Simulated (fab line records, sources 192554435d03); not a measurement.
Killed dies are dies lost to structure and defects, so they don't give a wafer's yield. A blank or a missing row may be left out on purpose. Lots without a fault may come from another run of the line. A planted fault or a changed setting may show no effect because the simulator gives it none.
fab line records ; flow n5Finfet
record: lots: 8; wafers: 23; lastDay: 18
route steps=1938 shown BEOL_M4@1111 BEOL_M8@1368 PASSIVATION@1936
lots with no fault: from the same line, run without faults
startH: start of the lot's first displayed wafer, in hours after the record's first day ; waitH: hours elapsed since this lot's preceding step ; " the same as in the row above ; L1.1+2: a single row standing in for several wafers ; - no value, or no start given ; * or withheld: withheld ; < > ~ a bound
route shown NAME@n: names a module that has steps shown in the file, with the first one's number in the route ; usual: average and standard deviation across the fault-free wafers ; same: alike in all rows ; chamber/n: place in a boat ; sites: readings site by site ; _std_site: the standard deviation of these ; _edge_site: outer sites' mean less inner sites' ; radiusMm: how far each site lies from the wafer's centre ; mask NAME#n: copy n ; behind: the tool/chamber that last shaped the wafer ; hold: cause of the lot's hold/its duration in hours/its outcome ; device: the n, p or np transistor that did not switch ; end of line: the tests these same wafers got at the end of their route ; step lacking rows: just its recipe ; killed: count of dies lost to structure and defects at first sort (not the wafer's yield) ; map: the dies of a wafer, with x for killed, . for not killed, _ for no die there
set.NAME: the run value of the setting; set.NAME@STEP: its run value at that earlier step ; model.NAME: the simulator's own value behind a step, which no gauge read
steps of the route over a sample of lots; a table a step, a row a wafer
services: a tool's chamber out of use, with start hour (startH, from the record's first day; less than 0 if before it), hours out, and reason
== steps ==
step: N5_BEOL_M4_RC_MEAS_101
usual: DIBL_N: 36.0/2.5; DIBL_P: 36.2/3; IOFF_N: 0.16/0.044; IOFF_P: 0.21/0.049; ION_N: 671/15; ION_P: 461/8.7; SS_N: 71.5/0.72; SS_P: 73.4/0.9; VT_N: 251/4.4; VT_P: -250/4
lot.wafer;tool;chamber;startH;waitH;DIBL_N[mV/V];DIBL_P[mV/V];IOFF_N[nA/um];IOFF_P[nA/um];ION_N[uA/um];ION_P[uA/um];SS_N[mV/dec];SS_P[mV/dec];VT_N[mV];VT_P[mV]
L412.2;prober-01;0;222.69;0.2;34.1;32.0;0.11;0.14;661;453;70.8;72.9;259;-259
L412.4;prober-01;0;222.69;0.2;36.0;35.3;0.13;0.16;658;450;71.4;73.9;255;-258
L412.5;prober-01;0;222.69;0.2;37.1;37.1;0.15;0.20;654;455;72.1;74.2;251;-254
L417.1;prober-01;0;258.40;0.0;36.0;36.7;0.15;0.22;671;461;71.7;73.2;252;-247
L417.3;prober-01;0;258.40;0.0;36.6;38.2;0.17;0.24;686;471;71.6;74.0;250;-244
L417.5;prober-01;0;258.40;0.0;35.9;35.8;0.15;0.19;658;450;72.3;73.3;254;-253
L416.2;prober-02;0;260.87;0.2;40.2;39.5;0.21;0.29;695;476;72.0;74.3;243;-245
L416.3;prober-02;0;260.87;0.2;38.9;37.9;0.18;0.24;676;471;72.1;73.6;247;-248
L416.4;prober-02;0;260.87;0.2;38.6;36.6;0.17;0.22;668;456;71.9;73.7;250;-250
L423.1;prober-01;0;286.74;0.4;33.0;31.1;0.10;0.15;653;454;71.0;71.9;258;-255
L423.3;prober-01;0;286.74;0.4;32.5;31.6;0.10;0.15;643;447;70.5;72.3;259;-253
L423.4;prober-01;0;286.74;0.4;35.2;35.9;0.14;0.21;668;456;71.3;73.8;250;-251
L424.3;prober-02;0;306.95;0.3;36.2;37.6;0.16;0.25;674;477;71.6;73.7;250;-247
L424.4;prober-02;0;306.95;0.3;33.7;33.4;0.11;0.17;657;453;71.6;72.2;256;-254
L424.6;prober-02;0;306.95;0.3;39.4;39.8;0.22;0.28;694;471;73.2;73.9;243;-246
L426.3;prober-01;0;308.65;0.3;40.1;40.6;0.25;0.31;689;470;73.0;74.3;245;-242
L426.5;prober-01;0;308.65;0.3;36.2;35.1;0.13;0.19;651;453;71.1;73.0;255;-252
L426.6;prober-01;0;308.65;0.3;37.9;37.6;0.19;0.25;675;463;71.8;73.6;246;-246
L425.2;prober-01;0;309.42;0.6;36.4;36.3;0.17;0.25;678;473;72.1;73.6;251;-248
L425.5;prober-01;0;309.42;0.6;39.7;40.5;0.26;0.34;698;475;72.2;74.3;242;-244
L425.6;prober-01;0;309.42;0.6;34.3;32.5;0.13;0.18;672;460;70.5;72.5;251;-249
L427.2;prober-02;0;318.85;0.2;37.1;38.2;0.17;0.21;685;470;71.1;74.5;253;-253
L427.5;prober-02;0;318.85;0.2;34.0;34.5;0.12;0.16;675;460;70.8;73.5;252;-258
step: N5_BEOL_M8_DESCUM_33
recipe: chemistry: O2; timeS: 7; sourcePowerW: 50; biasPowerW: 20; pressureMtorr: 20; rfFrequencyHz: 2.712e+07; tempC: 40; resist: CAR-EUV; o2FlowSccm: 225
usual: drypumpMotorCurrentA: 5.8/0.41; oesProductAu: 0.78/0.086; rfVppV: 243.1/1.4; showerheadPlenumPTorr: 2.10/0.075; throttleValvePct: 20.6/0.31
lot.wafer;tool;chamber;startH;waitH;drypumpMotorCurrentA;oesProductAu;rfHoursCounterH;rfVppV;showerheadPlenumPTorr;throttleValvePct
L412.2;rieDiel-01;1;262.82;0.0;6.5;0.88;27;243.4;2.16;20.0
L412.4;rieDiel-01;3;262.82;0.0;5.7;0.72;202;243.0;2.07;20.5
L412.5;rieDiel-01;0;262.82;0.0;6.3;0.94;-;243.7;2.24;20.6
L417.1;rieDiel-01;1;289.42;0.0;6.6;0.86;34;243.9;2.15;20.0
L417.3;rieDiel-01;0;289.42;0.0;6.2;0.90;29;245.7;2.23;20.6
L417.5;rieDiel-01;3;289.42;0.0;5.8;0.72;-;242.5;2.06;20.5
L416.2;rieDiel-02;3;292.47;0.2;5.9;0.87;57;241.7;2.05;20.5
L416.3;rieDiel-02;1;292.47;0.2;5.9;0.72;190;241.5;1.98;20.4
L416.4;rieDiel-02;0;292.47;0.2;5.3;0.70;239;241.9;2.07;20.9
L423.1;rieDiel-02;3;321.70;0.3;5.9;0.85;66;242.2;2.05;20.6
L423.3;rieDiel-02;1;321.70;0.3;5.8;0.70;200;243.4;1.98;20.4
L423.4;rieDiel-02;2;321.70;0.3;5.8;0.77;145;244.1;2.10;20.6
L424.3;rieDiel-02;2;342.43;0.0;5.7;0.75;155;243.0;2.10;20.6
L424.4;rieDiel-02;1;342.43;0.0;5.9;0.70;-;242.0;1.98;20.4
L424.6;rieDiel-02;3;342.43;0.0;5.9;0.84;-;242.2;2.05;20.6
L426.3;rieDiel-02;3;343.29;0.0;5.9;0.84;77;242.0;2.05;20.6
L426.5;rieDiel-02;2;343.29;0.0;5.8;0.75;-;243.0;2.10;20.6
L426.6;rieDiel-02;3;343.29;0.0;5.9;0.83;-;242.0;2.05;20.6
L425.2;rieDiel-05;3;348.65;0.0;5.7;0.88;38;243.3;2.13;20.0
L425.5;rieDiel-05;1;348.65;0.0;4.8;0.95;-;244.1;2.15;20.5
L425.6;rieDiel-05;0;348.65;0.0;6.4;0.70;-;239.9;1.99;20.6
L427.2;rieDiel-05;0;354.63;0.2;6.4;0.72;227;241.5;1.99;20.6
L427.5;rieDiel-05;0;354.63;0.2;6.4;0.71;-;241.9;1.99;20.6
step: N5_BEOL_M8_ETCH_66
recipe: chemistry: N2/H2; target: SOC; targetDepthA: 800; overetchA: 160; maskMaterial: SiARC; tempC: 40; timeS: 120; ionEnergyEv: 200; pressureMtorr: 30; sourceW: 840; biasW: 150; n2FlowSccm: 200; h2FlowSccm: 200
usual: biasW: 150.0/0.47; chamberPressureMTorr: 29.999/0.025; drypumpMotorCurrentA: 5.8/0.41; h2FlowSccm: 200.1/0.63; oesProductAu: 0.60/0.065; rfVppV: 523.7/2.5; showerheadPlenumPTorr: 2.55/0.079; throttleValvePct: 17.98/0.29
lot.wafer;tool;chamber;startH;waitH;biasW;chamberPressureMTorr;drypumpMotorCurrentA;h2FlowSccm;oesProductAu;rfHoursCounterH;rfVppV;showerheadPlenumPTorr;throttleValvePct
L412.2;rieDiel-01;1;262.90;0.0;150.6;29.998;6.5;200.8;0.66;27;523.8;2.62;17.40
L412.4;rieDiel-01;3;262.90;0.0;150.2;29.997;5.7;200.4;0.56;202;524.3;2.52;17.94
L412.5;rieDiel-01;0;262.90;0.0;149.0;30.015;6.3;200.1;0.71;-;528.6;2.72;17.88
L417.1;rieDiel-01;1;289.50;0.0;-;-;-;-;-;-;-;-;-
L417.3;rieDiel-01;0;289.50;0.0;-;-;-;-;-;-;-;-;-
L417.5;rieDiel-01;3;289.50;0.0;-;-;-;-;-;-;-;-;-
L416.2;rieDiel-02;3;292.55;0.0;-;-;-;-;-;-;-;-;-
L416.3;rieDiel-02;1;292.55;0.0;-;-;-;-;-;-;-;-;-
L416.4;rieDiel-02;0;292.55;0.0;-;-;-;-;-;-;-;-;-
L423.1;rieDiel-02;3;321.78;0.0;150.3;29.979;5.9;200.8;0.65;66;522.3;2.49;18.00
L423.3;rieDiel-02;1;321.78;0.0;150.3;29.952;5.9;200.0;0.54;200;518.2;2.45;18.15
L423.4;rieDiel-02;2;321.78;0.0;150.5;30.029;5.8;200.9;0.58;145;524.6;2.56;17.99
L424.3;rieDiel-02;2;342.51;0.0;150.1;29.987;5.8;199.0;0.58;155;522.7;2.56;18.01
L424.4;rieDiel-02;1;342.51;0.0;149.3;29.996;5.9;200.4;0.53;-;520.0;2.44;18.17
L424.6;rieDiel-02;3;342.51;0.0;149.7;30.004;5.9;200.2;0.63;-;522.4;2.48;18.01
L426.3;rieDiel-02;3;343.37;0.0;149.7;30.037;5.9;199.8;0.64;77;521.2;2.48;18.01
L426.5;rieDiel-02;2;343.37;0.0;150.2;30.023;5.8;200.1;0.57;-;523.5;2.56;18.00
L426.6;rieDiel-02;3;343.37;0.0;149.5;30.001;5.9;199.9;0.64;-;521.0;2.48;18.02
L425.2;rieDiel-05;3;348.73;0.0;149.7;29.970;5.6;200.0;0.67;38;525.5;2.59;17.43
L425.5;rieDiel-05;1;348.73;0.0;149.6;30.014;4.7;200.8;0.72;-;525.7;2.60;17.86
L425.6;rieDiel-05;0;348.73;0.0;150.3;30.008;6.4;200.1;0.55;-;518.3;2.43;18.01
L427.2;rieDiel-05;0;354.71;0.0;150.0;29.953;6.4;199.6;0.55;227;520.5;2.42;18.04
L427.5;rieDiel-05;0;354.71;0.0;149.6;29.988;6.4;198.7;0.55;-;520.5;2.42;18.03
step: N5_BEOL_M8_VIA_ETCH_34
recipe: chemistry: C4F6/O2; target: SiCOH_lowk; targetDepthA: 1255; maskMaterial: SOC; taperDeg: 4; timeS: 50.5; ionEnergyEv: 250; pressureMtorr: 30; sourceW: 345; biasW: 185; Ar_flow_sccm: 300; C4F6_flow_sccm: 10; O2_flow_sccm: 10
usual: C4F6_flow_sccm: 10.002/0.03; O2_flow_sccm: 10.001/0.028; drypumpMotorCurrentA: 5.8/0.41; oesProductAu: 0.78/0.091; rfVppV: 666/20; showerheadPlenumPTorr: 2.84/0.095; throttleValvePct: 20.98/0.27
lot.wafer;tool;chamber;startH;waitH;C4F6_flow_sccm;O2_flow_sccm;drypumpMotorCurrentA;oesProductAu;rfHoursCounterH;rfVppV;showerheadPlenumPTorr;throttleValvePct
L412.2;rieDiel-01;1;263.00;0.0;10.002;9.956;6.5;0.89;27;664;2.91;20.36
L412.4;rieDiel-01;3;263.00;0.0;10.010;10.006;5.7;0.73;202;661;2.81;20.89
L412.5;rieDiel-01;0;263.00;0.0;9.958;10.027;6.2;0.95;-;633;3.05;21.17
L417.1;rieDiel-01;1;289.60;0.0;9.982;9.978;6.5;0.32;34;663;2.90;20.23
L417.3;rieDiel-01;0;289.60;0.0;9.966;9.964;6.2;0.34;29;633;3.04;21.03
L417.5;rieDiel-01;3;289.60;0.0;10.004;9.931;5.7;0.27;-;660;2.80;20.78
L416.2;rieDiel-02;3;292.65;0.0;9.990;10.015;5.9;0.33;57;656;2.77;20.74
L416.3;rieDiel-02;1;292.65;0.0;10.002;9.988;5.9;0.26;190;685;2.70;20.67
L416.4;rieDiel-02;0;292.65;0.0;9.972;9.989;5.3;0.27;239;630;2.80;21.15
L423.1;rieDiel-02;3;321.88;0.0;10.050;10.007;5.9;0.84;66;655;2.77;20.92
L423.3;rieDiel-02;1;321.88;0.0;10.019;10.061;5.9;0.69;200;684;2.69;20.85
L423.4;rieDiel-02;2;321.88;0.0;9.978;10.044;5.7;0.75;145;689;2.87;21.10
L424.3;rieDiel-02;2;342.61;0.0;10.026;10.025;5.8;0.74;155;688;2.86;21.11
L424.4;rieDiel-02;1;342.61;0.0;10.004;9.929;5.9;0.69;-;685;2.69;20.87
L424.6;rieDiel-02;3;342.61;0.0;10.008;10.006;5.9;0.84;-;656;2.76;20.95
L426.3;rieDiel-02;3;343.47;0.0;10.016;9.987;5.9;0.83;77;654;2.76;20.96
L426.5;rieDiel-02;2;343.47;0.0;10.034;10.053;5.8;0.73;-;688;2.86;21.12
L426.6;rieDiel-02;3;343.47;0.0;10.010;10.021;5.9;0.83;-;656;2.76;20.91
L425.2;rieDiel-05;3;348.83;0.0;10.002;10.012;5.6;0.86;39;677;2.90;20.56
L425.5;rieDiel-05;1;348.83;0.0;10.020;10.006;4.7;0.95;-;677;2.93;21.04
L425.6;rieDiel-05;0;348.83;0.0;9.995;10.019;6.4;0.70;-;644;2.73;21.13
L427.2;rieDiel-05;0;354.81;0.0;9.986;10.035;6.4;0.69;227;644;2.73;21.15
L427.5;rieDiel-05;0;354.81;0.0;9.992;9.981;6.3;0.70;-;643;2.73;21.14
step: N5_BEOL_M8_TRENCH_ETCH_37
recipe: chemistry: C4F6/O2; targetDepthA: 934.78; target: SiCOH_lowk; timeS: 31.2; ionEnergyEv: 250; pressureMtorr: 30; sourceW: 345; biasW: 185; Ar_flow_sccm: 300; C4F6_flow_sccm: 10; O2_flow_sccm: 10
usual: C4F6_flow_sccm: 10.001/0.03; O2_flow_sccm: 10.00/0.031; drypumpMotorCurrentA: 5.8/0.41; oesProductAu: 0.78/0.092; rfVppV: 666/20; showerheadPlenumPTorr: 2.84/0.095; throttleValvePct: 21.01/0.27
lot.wafer;tool;chamber;startH;waitH;C4F6_flow_sccm;O2_flow_sccm;drypumpMotorCurrentA;oesProductAu;rfHoursCounterH;rfVppV;showerheadPlenumPTorr;throttleValvePct
L412.2;rieDiel-01;1;-;-;9.966;9.97;6.5;0.88;27;664;2.91;20.40
L412.4;rieDiel-01;3;-;-;9.966;9.99;5.7;0.74;202;660;2.81;20.95
L412.5;rieDiel-01;0;-;-;10.016;9.99;6.2;0.95;-;631;3.05;21.20
L417.1;rieDiel-01;1;-;-;10.035;9.99;6.5;0.88;34;665;2.90;20.39
L417.3;rieDiel-01;0;-;-;9.998;10.04;6.3;0.93;29;632;3.05;21.23
L417.5;rieDiel-01;3;-;-;9.966;10.05;5.7;0.72;-;659;2.80;20.96
L416.2;rieDiel-02;3;-;-;10.014;10.00;5.9;0.88;57;656;2.77;20.94
L416.3;rieDiel-02;1;-;-;9.998;9.95;5.9;0.70;190;684;2.70;20.87
L416.4;rieDiel-02;0;-;-;10.039;9.97;5.3;0.69;239;630;2.81;21.32
L423.1;rieDiel-02;3;-;-;10.057;10.06;5.9;0.86;67;656;2.77;20.96
L423.3;rieDiel-02;1;-;-;10.044;10.00;5.9;0.69;200;685;2.69;20.86
L423.4;rieDiel-02;2;-;-;10.001;10.02;5.7;0.75;145;688;2.87;21.14
L424.3;rieDiel-02;2;-;-;9.979;9.96;5.7;0.74;155;689;2.86;21.15
L424.4;rieDiel-02;1;-;-;9.977;9.97;5.9;0.68;-;685;2.69;20.91
L424.6;rieDiel-02;3;-;-;9.985;10.05;5.9;0.84;-;655;2.76;20.96
L426.3;rieDiel-02;3;-;-;9.993;10.05;5.9;0.84;77;654;2.76;20.97
L426.5;rieDiel-02;2;-;-;10.055;10.04;5.8;0.74;-;687;2.86;21.15
L426.6;rieDiel-02;3;-;-;10.016;9.93;5.9;0.84;-;655;2.76;20.97
L425.2;rieDiel-05;3;-;-;10.012;9.99;5.6;0.87;39;679;2.90;20.61
L425.5;rieDiel-05;1;-;-;9.985;10.04;4.8;0.96;-;681;2.93;21.08
L425.6;rieDiel-05;0;-;-;10.021;10.03;6.4;0.71;-;645;2.73;21.17
L427.2;rieDiel-05;0;-;-;10.008;10.01;6.4;0.70;227;644;2.73;21.15
L427.5;rieDiel-05;0;-;-;9.988;10.00;6.4;0.70;-;645;2.73;21.15
step: N5_PASSIVATION_PROBE_49
usual: defectLimitedYield: 91.7/1.4; killed_at_M0_to_M3: 31/11; killed_at_M4_up: 13/4.6; killedAtContacts: 13/6.7; killedAtFrontEnd: 39/9.6; killedAtOther: 3.5/2.8; killedDies: 98/16; killedOnRim: 13/4.2; killedOpen: 64/11; killedShort: 33/8.5; sort_bin_5_function: 4.9/0.96; sort_bin_6_memory: 3.1/0.59; sort_bin_8_speed: 0.2/1.3; sortNPass: 1080/23; sortYieldPct: 91.5/1.9
same: grossDies: 1180; killedAtBackSide: 0; sort_bin_4_leakage[%]: 0
lot.wafer;tool;chamber;startH;waitH;defectLimitedYield[%];killed_at_M0_to_M3;killed_at_M4_up;killedAtContacts;killedAtFrontEnd;killedAtOther;killedDies;killedOnRim;killedOpen;killedShort;sort_bin_5_function[%];sort_bin_6_memory[%];sort_bin_8_speed[%];sortNPass;sortYieldPct[%]
L417.1;prober-01;-;351.79;0.0;0;27;1088;16;45;4;1180;152;68;36;96.1;3.6;0;0;0
L417.3;prober-01;-;351.89;0.1;0;40;1095;8;35;2;1180;152;58;35;96.8;3.1;0;0;0
L417.5;prober-01;-;351.99;0.2;0;36;1096;6;35;7;1180;152;60;34;95.9;3.7;0;0;0
L416.2;prober-01;-;362.26;0.1;0;34;1101;20;23;2;1180;152;61;37;97.8;1.9;0;0;0
L416.3;prober-01;-;362.31;0.1;0;20;1115;19;25;1;1180;152;53;24;97.6;2.3;0;0;0
L416.4;prober-01;-;362.36;0.2;0;21;1117;12;30;0;1180;152;61;29;96.4;3.1;0;0;0
killed by level:class
L417.1 BEOL_M8:areaEtch=1074 MOL_CONTACT_COAG:geometricParticle:open=12 FIN_SAQP:geometricParticle:open=10 GATE_CUT:geometricParticle:short=7 FIN_SAQP:geometricParticle:short=6 GATE_CUT:geometricParticle:open=6 BEOL_M0_SAQP:geometricParticle:open=6 DUMMY_GATE:geometricParticle:open=5
L417.3 BEOL_M8:areaEtch=1085 BEOL_M0_SAQP:geometricParticle:open=14 GATE_CUT:geometricParticle:short=8 MOL_CONTACT_COAG:geometricParticle:open=7 FIN_SAQP:geometricParticle:short=6 BEOL_M1:geometricParticle:open=6 BEOL_M0_SAQP:geometricParticle:short=5 BEOL_M3:geometricParticle:open=5
L417.5 BEOL_M8:areaEtch=1085 DUMMY_GATE:geometricParticle:open=8 STI_FIN_REVEAL:geometricParticle:open=7 BEOL_M0_SAQP:geometricParticle:short=7 BEOL_M0_SAQP:geometricParticle:open=7 BEOL_M1:geometricParticle:open=6 FIN_SAQP:geometricParticle:open=5 GATE_CUT:geometricParticle:short=5
L416.2 BEOL_M8:areaEtch=1081 MOL_CONTACT_COAG:geometricParticle:open=12 BEOL_M3:geometricParticle:open=9 MOL_CONTACT_COAG:geometricParticle:short=8 BEOL_M0_SAQP:geometricParticle:open=8 BEOL_M0_SAQP:geometricParticle:short=7 FIN_SAQP:geometricParticle:short=6 BEOL_M4:geometricParticle:open=6
L416.3 BEOL_M8:areaEtch=1103 MOL_CONTACT_COAG:geometricParticle:open=14 BEOL_M2:geometricParticle:open=8 MOL_CONTACT_COAG:geometricParticle:short=5 FIN_SAQP:geometricParticle:open=4 FIN_SAQP:geometricParticle:short=4 STI_FIN_REVEAL:geometricParticle:open=4 DUMMY_GATE:geometricParticle:open=4
L416.4 BEOL_M8:areaEtch=1090 MOL_CONTACT_COAG:geometricParticle:open=11 BEOL_M4:geometricParticle:open=10 FIN_SAQP:geometricParticle:short=7 STI_FIN_REVEAL:geometricParticle:open=7 BEOL_M2:geometricParticle:open=7 GATE_CUT:geometricParticle:short=6 BEOL_M1:geometricParticle:open=5
== services ==
tool;chamber;startH;hours;kind
rieDiel-02;3;241.86;46.0;repair
rieDiel-05;3;243.39;-;clean
rieDiel-05;3;243.39;-;consumableReplace:focusRing
rieDiel-05;3;243.39;13.8;scheduledDown
rieDiel-05;3;243.39;13.8;ventCycle
rieDiel-05;-;266.00;4.0;pm
rieDiel-05;1;297.00;-;clean
rieDiel-05;1;297.00;-;consumableReplace:focusRing
rieDiel-05;1;297.00;35.3;scheduledDown
rieDiel-05;1;297.00;35.3;ventCycle
rieDiel-05;0;319.99;7.4;repair
rieDiel-02;0;327.18;-;clean
rieDiel-02;0;327.18;-;consumableReplace:focusRing
rieDiel-02;0;327.18;35.0;scheduledDown
rieDiel-02;0;327.18;35.0;ventCycle
rieDiel-05;2;332.38;-;clean
rieDiel-05;2;332.38;-;consumableReplace:focusRing
rieDiel-05;2;332.38;17.7;scheduledDown
rieDiel-05;2;332.38;17.7;ventCycle
rieDiel-01;2;350.29;6.7;repair
== key ==
firstSign: step: N5_BEOL_M8_ETCH_66; reading: toolRecord; direction: missing
effect: step: N5_BEOL_M8_VIA_ETCH_34; reading: oesProductAu; direction: down; sigmas: 5.3; usual: 0.78; struck: 0.30
effect: step: N5_PASSIVATION_PROBE_49; reading: killed_at_M4_up; direction: up; sigmas: 99+; usual: 13; struck: 1102
moreKillsBornAt: N5_BEOL_M8_ETCH_66@rieDiel-02: 3274; N5_BEOL_M8_ETCH_66@rieDiel-01: 3244
metAt N5_BEOL_M8_ETCH_66
struckLots L416,L417
laterRowsLeftOut L416.2,L416.3,L416.4,L417.1,L417.3,L417.5
notActingAt N5_BEOL_M8_DESCUM_33,N5_BEOL_M8_TRENCH_ETCH_37
onsetBetween 262.90 289.50
fault: kind: skippedStepWhole; tool: rieDiel-01,rieDiel-02; chamber: -; onsetH: 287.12; steps: N5_BEOL_M8_ETCH_66; scope: struckLotsOnly
laterRowsLeftOut: the simulator's readings of these wafers behind a module that went badly wrong aren't trusted and aren't shown, but for the sort
